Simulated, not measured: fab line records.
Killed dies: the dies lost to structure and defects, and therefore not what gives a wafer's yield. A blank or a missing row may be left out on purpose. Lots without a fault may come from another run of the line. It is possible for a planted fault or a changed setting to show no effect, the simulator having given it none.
A struck lot beside a sound one :: flow n5 finfet :: 16 steps out of a route of 1938
Sound: the wafers L248.1, L248.3, L248.5. Struck: wafer L254.2 (left out: L254.4, a lot-mate that was not struck); the cause follows at the end.
At each step with rows: each side's tool, then ch and its chambers, then its first start. Under that, the readings that differ: sound wafers :: struck wafers :: difference of the means :: sigmas: that difference in standard deviations of wafers without a fault.
alike: same words and numbers on both sides, and readings whose means sit less than 2 such deviations apart. not compared: any withheld reading, any reading some wafer has no value for, any bound like >300 that may hide the same value, and any number with overlapping values for which the record gives no deviation.
A row with sigmas, a row that says differs or no value, or rows on one side alone: a step with any of these is where the two part. Non-overlapping numbers with no deviation appear without sigmas and do not part them. A reading missing from all wafers of one side parts the sides only when that side holds two or more wafers.

first, 7 steps without rows for these wafers: N5_MOL_CONTACT_COAG_COAT_77 (time 60 s, resist thk 10 nm); N5_MOL_CONTACT_COAG_COAT_78 (resist thk 40 nm); N5_MOL_CONTACT_COAG_EBR_80; N5_MOL_CONTACT_COAG_SOFTBAKE_79 (time 60 s); N5_MOL_CONTACT_COAG_EXPOSE_81 (exposes mask VG, defocus 0 nm); N5_MOL_CONTACT_COAG_PEB_82 (peb time 60 s); N5_MOL_CONTACT_COAG_DEVELOP_83 (develop time 30 s).
N5_MOL_CONTACT_COAG_CD_MEAS_84: the cd target is 25.1 nm.
  sound on cd sem-02 ch 0, day 6 04:55; struck on cd sem-02 ch 0, day 7 16:18
  alike: cd nm
N5_MOL_CONTACT_COAG_OVL_MEAS_85:
  sound on overlay-01 ch 0, day 6 04:57; struck on overlay-02 ch 0, day 7 16:20
  alike: VG_OVL
N5_MOL_CONTACT_COAG_INSPECT_57: inspects for defects (brightfield).
  sound on defect inspect-01, day 6 05:00; struck on defect inspect-01, day 7 16:23
  alike: raw defect count
N5_MOL_CONTACT_COAG_DESCUM_88: chemistry O2, time 7 s.
  sound on rie diel-05 ch 0,1,3, day 6 05:09; struck on rie diel-05 ch 0, day 7 16:52
  alike: drypump motor current A, oes product au, rf vpp V, showerhead plenum p Torr, temp c, throttle valve pct
  not compared: rf hours counter h
N5_MOL_CONTACT_COAG_ETCH_89: etches underlayer in N2/H2, target depth 13 nm, time 10.4 s.
  sound on rie diel-05 ch 0,1,3, day 6 05:11; struck on rie diel-05 ch 0, day 7 16:55
reading: etch rf on time s (s)
sound: 10.84 10.70 9.91
struck: 9.86
difference: -0.62
sigmas: -2
  alike: drypump motor current A, h2 flow sccm, oes product au, rf vpp V, showerhead plenum p Torr, throttle valve pct
  not compared: rf hours counter h
N5_MOL_CONTACT_COAG_ETCH_90: etches SiARC in CF4, target depth 13 nm, time 21.7 s.
  sound on rie diel-05 ch 0,1,3, day 6 05:12; struck on rie diel-05 ch 0, day 7 16:56
reading: etch rf on time s (s)
sound: 22.2 22.2 20.4
struck: 14.7
difference: -6.9
sigmas: -11

reading: oes product au (a.u.)
sound: 0.74 0.67 0.73
struck: 0.88
difference: +0.17
sigmas: +3
  alike: drypump motor current A, rf vpp V, showerhead plenum p Torr, throttle valve pct
  not compared: rf hours counter h
N5_MOL_CONTACT_COAG_ALD_131: deposits SiO2, target thk 5 nm, pulse time 1 s, co reactant pulse time 1 s.
  sound on ald sin-01 ch 0,1, day 6 05:17; struck on ald sin-01 ch 1, day 7 17:01
  alike: chamber pressure Torr, heater power w, precursor pulse height rel, susceptor temp C
  not compared: since wet clean h
-- the record jumps here: 4 days lie between the struck wafers' starts before and after (it left off in module MOL_CONTACT_COAG and takes up again in module BEOL_M4, whose first step shown is number 1111 of the route) --
N5_BEOL_M4_RC_MEAS_101:
  sound on prober-02 ch 0, day 8 23:00; struck on prober-02 ch 0, day 11 21:16
  alike: DIBL_N, DIBL_P, IOFF_N, IOFF_P, ION_N, ION_P, SS_N, SS_P, VT_N, VT_P
-- record jumps: 5 days separate the struck wafers' starts on either side; left off in module BEOL_M4, taken up again in module PASSIVATION, whose first shown step is the route's number 1936 --
N5_PASSIVATION_PROBE_49:
  sound on prober-01, day 13 12:53; struck on prober-02, day 16 12:55
  alike: defect limited yield, killed_at_M0_to_M3, killed_at_M4_up, killed at contacts, killed at front end, killed at other, killed dies, killed open, killed short, sort_bin_5_function, sort_bin_6_memory, sort n pass, sort yield pct

WHERE THEY PART
At N5_MOL_CONTACT_COAG_ETCH_89 first; at N5_MOL_CONTACT_COAG_ETCH_90 last (within this record only). Later steps at which nothing parts them and some readings are alike: N5_MOL_CONTACT_COAG_ALD_131, N5_BEOL_M4_RC_MEAS_101, N5_PASSIVATION_PROBE_49.

WHY: what had been put in by the simulator
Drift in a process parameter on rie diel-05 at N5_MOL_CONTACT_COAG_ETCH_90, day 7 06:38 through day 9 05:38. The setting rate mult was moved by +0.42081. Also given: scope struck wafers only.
